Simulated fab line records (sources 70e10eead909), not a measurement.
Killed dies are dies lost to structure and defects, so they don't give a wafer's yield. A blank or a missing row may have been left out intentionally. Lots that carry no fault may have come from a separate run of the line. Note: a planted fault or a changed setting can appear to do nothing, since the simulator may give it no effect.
fab line records ; flow nand-harc
record: lots: 5; wafers: 15; last-day: 33
route steps=1302 shown P_STI@107 P_GATE@110 END@1302
lots with no fault: from the same line, run without faults
start-h: start of the lot's first displayed wafer, in hours after the record's first day ; wait-h: hours from the lot's prior step to this one ; " repeats the value in the row above ; L1.1+2: one row covering several wafers at once ; - no value, or no start was given ; * or withheld: withheld ; < > ~ a bound
route shown NAME@n: NAME is a module with steps in the file, n the number in the route of the first one ; usual: mean/standard deviation taken from wafers without a fault ; same: alike in all rows ; chamber/n: place in a boat ; sites: each site's reading ; _std_site: their standard deviation ; _edge_site: inner sites' mean taken away from outer sites' mean ; radius-mm: for every site, how far away it sits from the centre of the wafer ; mask NAME#n: copy n ; behind: the last tool/chamber to shape the wafer ; hold: reason for holding the lot/hours on hold/outcome of the hold ; device: which transistor (n, p or np) failed to switch ; end of line: the tests these same wafers got at the end of their route ; a step given without rows: its recipe and nothing more ; killed: count of dies lost to structure and defects at first sort (not the wafer's yield) ; map: the dies of a wafer, with x for killed, . for not killed, _ for no die there
set.NAME: the setting that was run; set.NAME@STEP: the one run at that earlier step ; model.NAME: the simulator's own value behind a step, which no gauge read
a table for each step, a row for each wafer; lots at some steps of the route
services: from which hour (start-h, from the record's first day; less than 0 if before it) a tool's chamber was out of use, for how many hours, and why
== steps ==
step: NHARC_P_STI_SRD_39
step: NHARC_P_STI_OXIDE_40
recipe: target-thk-a: 100; temp-c: 900; ox-time-s: 1362; material: SiO2
step: NHARC_P_STI_INSPECT_25
usual: raw-defect-count: 205/73
lot.wafer;tool;chamber;start-h;wait-h;raw-defect-count
L788.3;defect-inspect-01;-;85.87;0.4;271
L788.4;defect-inspect-01;-;85.87;0.4;144
L788.6;defect-inspect-01;-;85.87;0.4;331
L793.1;defect-inspect-01;-;131.45;0.4;159
L793.2;defect-inspect-01;-;131.45;0.4;135
L793.5;defect-inspect-01;-;131.45;0.4;207
L802.3;defect-inspect-02;-;222.71;0.4;144
L802.5;defect-inspect-02;-;222.71;0.4;131
L802.6;defect-inspect-02;-;222.71;0.4;204
L807.1;defect-inspect-01;-;269.19;0.4;150
L807.2;defect-inspect-01;-;269.19;0.4;166
L807.4;defect-inspect-01;-;269.19;0.4;267
L808.1;defect-inspect-02;-;280.73;0.4;133
L808.3;defect-inspect-02;-;280.73;0.4;179
L808.5;defect-inspect-02;-;280.73;0.4;197
step: NHARC_P_GATE_ETCH_69
recipe: target-depth-a: 140; chemistry: dHF; material: SiO2
step: NHARC_P_GATE_PRECLEAN_70
recipe: time-s: *; temp-c: 50; bath-age-min: 0; chemistry: SC1
step: NHARC_P_GATE_SRD_01
step: NHARC_P_GATE_OXIDE_02
recipe: target-thk-a: 375; temp-c: 950; p-h2o-torr: 720; ox-time-s: 365; material: SiO2
step: NHARC_P_GATE_DEHYDRATE_03
recipe: temp-c: 150; time-s: 120
step: NHARC_P_GATE_HMDS_04
recipe: time-s: 30
step: NHARC_P_GATE_COAT_05
recipe: spin-rpm: 4690
step: NHARC_P_GATE_SOFTBAKE_06
recipe: temp-c: 122; time-s: 95
step: NHARC_P_GATE_EBR_07
step: NHARC_P_GATE_EXPOSE_08
recipe: na: 0.6; dose-mj: 16.75; mask-id: P_HV
lot.wafer;tool;chamber;start-h;wait-h;mask
L788.3+4+6;krf-scanner-03;0;93.97;-;P_HV#0
L793.1+2+5;krf-scanner-04;0;139.85;-;P_PSD#0
L802.3+5+6;krf-scanner-03;0;231.00;-;P_HV#0
L807.1+2+4;krf-scanner-03;0;277.55;-;P_HV#0
L808.1+3+5;krf-scanner-04;0;289.27;-;P_HV#0
step: NHARC_P_GATE_PEB_09
recipe: peb-temp-c: 118; peb-time-s: 85
step: NHARC_P_GATE_DEVELOP_10
recipe: time-s: 70
step: NHARC_P_GATE_CD_MEAS_11
recipe: target-cd-nm: 1640; landing-energy-ev: 500
usual: cd-nm: 1640.3/2.2
same: landing-energy-ev: 500
lot.wafer;tool;chamber;start-h;wait-h;cd-nm
L788.3;cd-sem-03;0;94.12;-;1639.2
L788.4;cd-sem-03;0;94.12;-;1640.7
L788.6;cd-sem-03;0;94.12;-;1640.1
L793.1;cd-sem-03;0;140.01;-;-
L793.2;cd-sem-03;0;140.01;-;-
L793.5;cd-sem-03;0;140.01;-;-
L802.3;cd-sem-01;0;231.15;-;1637.9
L802.5;cd-sem-01;0;231.15;-;1639.6
L802.6;cd-sem-01;0;231.15;-;1641.4
L807.1;cd-sem-02;0;277.70;-;1640.1
L807.2;cd-sem-02;0;277.70;-;1644.1
L807.4;cd-sem-02;0;277.70;-;1643.4
L808.1;cd-sem-01;0;289.43;-;1640.7
L808.3;cd-sem-01;0;289.43;-;1639.9
L808.5;cd-sem-01;0;289.43;-;1641.6
step: NHARC_P_GATE_HARDBAKE_12
recipe: temp-c: 125; time-s: 80
step: NHARC_END_SORT_01
recipe: temp-c: 25
usual: killed-at-array: 57/20; killed-at-other: 1.0/1.5; killed-at-periphery: 3.5/2.5; killed-dies: 62/21; killed-open: 3.5/1.9; killed-short: 2.4/1.6
same: gross-dies: 677
lot.wafer;tool;chamber;start-h;wait-h;killed-at-array;killed-at-other;killed-at-periphery;killed-dies;killed-open;killed-short
L793.1;prober-01;0;637.79;2.5;74;5;598;677;3;2
L793.2;prober-01;0;638.59;2.8;76;3;598;677;4;2
L793.5;prober-01;0;640.99;3.7;86;5;586;677;3;5
L802.3;prober-02;0;713.25;3.1;58;0;4;62;2;2
L802.5;prober-02;0;714.82;3.7;51;0;4;55;8;1
L802.6;prober-02;0;715.61;3.9;46;0;3;49;1;3
killed by level:class
L793.1 P_GATE:area-expose=592 A_SLIT:chamber-film-flake=30 A_CHANNEL_HOLE_D1:chamber-film-flake=28 A_CHANNEL_HOLE_D2:chamber-film-flake=6 P_CONTACT:chamber-film-flake=4 THIN_TSV:chamber-film-flake=4 P_ZERO_WELL:chamber-film-flake=2 A_WL_FILL:chamber-film-flake=2
L793.2 P_GATE:area-expose=594 A_CHANNEL_HOLE_D1:chamber-film-flake=30 A_SLIT:chamber-film-flake=25 A_CHANNEL_HOLE_D2:chamber-film-flake=5 P_CONTACT:chamber-film-flake=4 A_CONTACT:chamber-film-flake=4 A_WL_FILL:chamber-film-flake=3 A_M0:geometric-particle:open=2
L793.5 P_GATE:area-expose=580 A_CHANNEL_HOLE_D1:chamber-film-flake=43 A_SLIT:chamber-film-flake=20 A_CHANNEL_HOLE_D2:chamber-film-flake=12 P_CONTACT:chamber-film-flake=4 THIN_TSV:chamber-film-flake=4 A_ONON_D1:geometric-particle:open=2 A_CHANNEL_FILL_D1:geometric-particle:short=2
L802.3 A_SLIT:chamber-film-flake=32 A_CHANNEL_HOLE_D2:chamber-film-flake=15 A_CHANNEL_HOLE_D1:chamber-film-flake=4 P_BONDPAD:chamber-film-flake=2 A_STAIRCASE:chamber-film-flake=2 A_CONTACT:chamber-film-flake=2 P_BONDPAD:geometric-particle:open=1 A_SOURCE_PLATE:geometric-particle:short=1
L802.5 A_SLIT:chamber-film-flake=32 A_CHANNEL_HOLE_D1:chamber-film-flake=5 A_CHANNEL_HOLE_D2:chamber-film-flake=5 A_SOURCE_PLATE:geometric-particle:open=3 P_CONTACT:geometric-particle:open=2 P_BONDPAD:chamber-film-flake=2 A_ONON_D1:geometric-particle:open=1 A_SGD_CUT:geometric-particle:open=1
L802.6 A_SLIT:chamber-film-flake=21 A_CHANNEL_HOLE_D2:chamber-film-flake=8 A_CHANNEL_HOLE_D1:chamber-film-flake=7 P_BONDPAD:chamber-film-flake=2 A_DECK1_JOINT:chamber-film-flake=2 A_ONON_D1:geometric-particle:short=1 A_CHANNEL_FILL_D1:geometric-particle:short=1 A_DECK1_JOINT:geometric-particle:short=1
map L793.1 (x killed, . not)
____________x____________
_________xxxxxxx_________
_______xxxxxxxxxxx_______
______xxxxxxxxxxxxx______
_____xxxxxxxxxxxxxxx_____
____xxxxxxxxxxxxxxxxx____
____xxxxxxxxxxxxxxxxx____
___xxxxxxxxxxxxxxxxxxx___
___xxxxxxxxxxxxxxxxxxx___
__xxxxxxxxxxxxxxxxxxxxx__
__xxxxxxxxxxxxxxxxxxxxx__
_xxxxxxxxxxxxxxxxxxxxxxx_
_xxxxxxxxxxxxxxxxxxxxxxx_
_xxxxxxxxxxxxxxxxxxxxxxx_
_xxxxxxxxxxxxxxxxxxxxxxx_
_xxxxxxxxxxxxxxxxxxxxxxx_
xxxxxxxxxxxxxxxxxxxxxxxxx
xxxxxxxxxxxxxxxxxxxxxxxxx
xxxxxxxxxxxxxxxxxxxxxxxxx
xxxxxxxxxxxxxxxxxxxxxxxxx
xxxxxxxxxxxxxxxxxxxxxxxxx
_xxxxxxxxxxxxxxxxxxxxxxx_
_xxxxxxxxxxxxxxxxxxxxxxx_
_xxxxxxxxxxxxxxxxxxxxxxx_
_xxxxxxxxxxxxxxxxxxxxxxx_
_xxxxxxxxxxxxxxxxxxxxxxx_
__xxxxxxxxxxxxxxxxxxxxx__
__xxxxxxxxxxxxxxxxxxxxx__
___xxxxxxxxxxxxxxxxxxx___
___xxxxxxxxxxxxxxxxxxx___
____xxxxxxxxxxxxxxxxx____
____xxxxxxxxxxxxxxxxx____
_____xxxxxxxxxxxxxxx_____
______xxxxxxxxxxxxx______
_______xxxxxxxxxxx_______
_________xxxxxxx_________
____________x____________
map L808.5 (x killed, . not)
____________.____________
_________......._________
_______.x........._______
______.............______
_____..x.......x...._____
____.................____
____.................____
___.....x.......x..x..___
___...............x...___
__.......x......x...x..__
__....xx.....x.......x.__
_..............xxx.x...x_
_....x.......x.x.....x.._
_...........x.x...x....._
_.........x.....xx......_
_............x.........._
..x......................
.........................
.........................
x..........x.............
.......x.x.x............x
_......................._
_......................._
_......x.......x........_
_.x....................._
_...x.......x..........._
__................x....__
__.............x..x....__
___...........x.......___
___...................___
____.x.x....x........____
____..x......x.x.....____
_____.x............._____
______x............______
_______x.........._______
_________......._________
____________x____________
== services ==
tool;chamber;start-h;hours;kind
krf-scanner-03;-;84.89;5.4;repair
krf-scanner-04;0;99.12;-;calibration
krf-scanner-03;0;156.08;-;calibration
krf-scanner-03;-;171.66;1.0;repair
krf-scanner-04;-;182.00;4.0;pm
krf-scanner-03;-;224.00;4.0;pm
krf-scanner-04;-;224.25;10.2;repair
krf-scanner-04;0;260.96;-;calibration
krf-scanner-04;-;262.50;8.8;repair
== key ==
first-sign: step: NHARC_P_GATE_EXPOSE_08; reading: mask; direction: changed
effect: step: NHARC_P_GATE_CD_MEAS_11; reading: cd-nm; direction: missing
effect: step: NHARC_END_SORT_01; reading: killed-at-periphery; direction: up; sigmas: 99+; usual: 3.5; struck: 594
more-kills-born-at: NHARC_P_GATE_EXPOSE_08@krf-scanner-04: 1766
met-at NHARC_P_GATE_EXPOSE_08
struck-wafers L793.1,L793.2,L793.5
later-rows-left-out L793.1,L793.2,L793.5
tester-left-out L793
fault: kind: wrong-mask; tool: any; chamber: -; onset-h: 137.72; steps: NHARC_P_GATE_EXPOSE_08; aux-copy: P_PSD#0; scope: struck-lots-only
tester-left-out: of these lots the tester's yield and bins aren't shown, on N5 and GAA mostly nor the transistor test; their killed dies are dies lost to structure and defects alone, not to doping, threshold or leakage, so they don't give the yield
later-rows-left-out: the simulator's readings of these wafers behind a module that went badly wrong aren't trusted and aren't shown, but for the sort
